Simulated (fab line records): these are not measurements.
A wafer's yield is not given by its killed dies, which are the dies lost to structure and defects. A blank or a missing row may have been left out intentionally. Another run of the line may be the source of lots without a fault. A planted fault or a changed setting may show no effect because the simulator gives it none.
Split-lot study :: flow n5-finfet :: on a route of 1938 steps: 7 lots, 21 wafers read

## THE SPLIT ITSELF
At N5_BEOL_M0_SAQP_PEB_12 (peb time 60 s), the setting peb-time-s was moved away from the recipe's 60 s on 6 of the 21 wafers read, by -13.9% to +22.0%. For the rest of the wafers, this setting stayed at what the recipe calls for.

## BETWEEN THE SPLIT AND THE READING: the file shows 1 step in between
- N5_BEOL_M0_SAQP_DEVELOP_13: develop time 30 s

## THE READING
cd-nm (nm) at N5_BEOL_M0_SAQP_CD_MEAS_14, where the cd target is 42.5 nm. On this fab line, fault-free wafers typically give 42.5 nm with a standard deviation of 0.31 nm.

wafer: L080.1
tool, chamber at the split: litho-track-03, 0
peb-time-s as run, s: 60
against the recipe: recipe
cd-nm, nm: 42.6
against lot-mates on the recipe: -

wafer: L080.4
tool, chamber at the split: litho-track-03, 0
peb-time-s as run, s: 52.95
against the recipe: -11.7%
cd-nm, nm: 45.0
against lot-mates on the recipe: +2.2

wafer: L080.6
tool, chamber at the split: litho-track-03, 0
peb-time-s as run, s: 60
against the recipe: recipe
cd-nm, nm: 42.9
against lot-mates on the recipe: -

wafer: L081.3
tool, chamber at the split: litho-track-01, 0
peb-time-s as run, s: 60
against the recipe: recipe
cd-nm, nm: 43.1
against lot-mates on the recipe: -

wafer: L081.4
tool, chamber at the split: litho-track-01, 0
peb-time-s as run, s: 60
against the recipe: recipe
cd-nm, nm: 42.8
against lot-mates on the recipe: -

wafer: L081.5
tool, chamber at the split: litho-track-01, 0
peb-time-s as run, s: 51.66
against the recipe: -13.9%
cd-nm, nm: 44.6
against lot-mates on the recipe: +1.6

wafer: L085.3
tool, chamber at the split: litho-track-03, 0
peb-time-s as run, s: 60
against the recipe: recipe
cd-nm, nm: 42.6
against lot-mates on the recipe: -

wafer: L085.4
tool, chamber at the split: litho-track-03, 0
peb-time-s as run, s: 60
against the recipe: recipe
cd-nm, nm: 42.3
against lot-mates on the recipe: -

wafer: L085.5
tool, chamber at the split: litho-track-03, 0
peb-time-s as run, s: 60
against the recipe: recipe
cd-nm, nm: 42.9
against lot-mates on the recipe: -

wafer: L089.2
tool, chamber at the split: litho-track-05, 0
peb-time-s as run, s: 69.49
against the recipe: +15.8%
cd-nm, nm: 40.3
against lot-mates on the recipe: -2.6

wafer: L089.4
tool, chamber at the split: litho-track-05, 0
peb-time-s as run, s: 60
against the recipe: recipe
cd-nm, nm: 42.9
against lot-mates on the recipe: -

wafer: L089.5
tool, chamber at the split: litho-track-05, 0
peb-time-s as run, s: 69.49
against the recipe: +15.8%
cd-nm, nm: 40.3
against lot-mates on the recipe: -2.6

wafer: L092.1
tool, chamber at the split: litho-track-03, 0
peb-time-s as run, s: 60
against the recipe: recipe
cd-nm, nm: 42.1
against lot-mates on the recipe: -

wafer: L092.4
tool, chamber at the split: litho-track-03, 0
peb-time-s as run, s: 60
against the recipe: recipe
cd-nm, nm: 42.3
against lot-mates on the recipe: -

wafer: L092.6
tool, chamber at the split: litho-track-03, 0
peb-time-s as run, s: 60
against the recipe: recipe
cd-nm, nm: 42.0
against lot-mates on the recipe: -

wafer: L094.3
tool, chamber at the split: litho-track-01, 0
peb-time-s as run, s: 60
against the recipe: recipe
cd-nm, nm: 42.0
against lot-mates on the recipe: -

wafer: L094.4
tool, chamber at the split: litho-track-01, 0
peb-time-s as run, s: 60
against the recipe: recipe
cd-nm, nm: 41.9
against lot-mates on the recipe: -

wafer: L094.5
tool, chamber at the split: litho-track-01, 0
peb-time-s as run, s: 60
against the recipe: recipe
cd-nm, nm: 41.9
against lot-mates on the recipe: -

wafer: L095.3
tool, chamber at the split: litho-track-05, 0
peb-time-s as run, s: 73.17
against the recipe: +22.0%
cd-nm, nm: 39.3
against lot-mates on the recipe: -3.2

wafer: L095.4
tool, chamber at the split: litho-track-05, 0
peb-time-s as run, s: 73.17
against the recipe: +22.0%
cd-nm, nm: 39.2
against lot-mates on the recipe: -3.3

wafer: L095.5
tool, chamber at the split: litho-track-05, 0
peb-time-s as run, s: 60
against the recipe: recipe
cd-nm, nm: 42.5
against lot-mates on the recipe: -

THE FIT
A straight line over all 21 wafers: cd-nm changes by -0.152 nm for each +1% of peb-time-s; r = -0.96; the points scatter about the line by 0.4 nm.
The same after taking each lot's own level away (the mean of its wafers on the recipe; 21 wafers): -0.153 nm for each +1%; r = -0.99; scatter 0.21 nm.
Per that fit: largest peb-time-s move, reading shift of 3.3 nm.
Measured against the standard deviation above, the lots' own levels, which go from 41.93 to 42.95 nm, span 3.3 times it.
So the lot-to-lot level changes the slope little: the two slopes agree.
Check: -3.42 nm against its lot-mates is what the line predicts for one of the wafers moved furthest among these (+22.0%) when that wafer is left out of the fit. Against them it came out at -3.2 nm.

## THE OTHER SPLITS THESE WAFERS WENT THROUGH
Note: prior to the reading, these wafers also went through further splits. Each is held against what the fit with the lots' levels taken away leaves over:
other split on the same wafers: N5_MOL_CONTACT_COAG_COAT_76 spin-rpm
wafers away from the commonest value: 8
r with cd-nm (lot level and that fit taken away): +0.09

other split on the same wafers: N5_MOL_CONTACT_COAG_VIA_ETCH_117 bias-w
wafers away from the commonest value: 9
r with cd-nm (lot level and that fit taken away): -0.07

## THE FILE'S OWN FIT
cd-nm changes by -0.151 nm for each +1% of peb-time-s, r = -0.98.
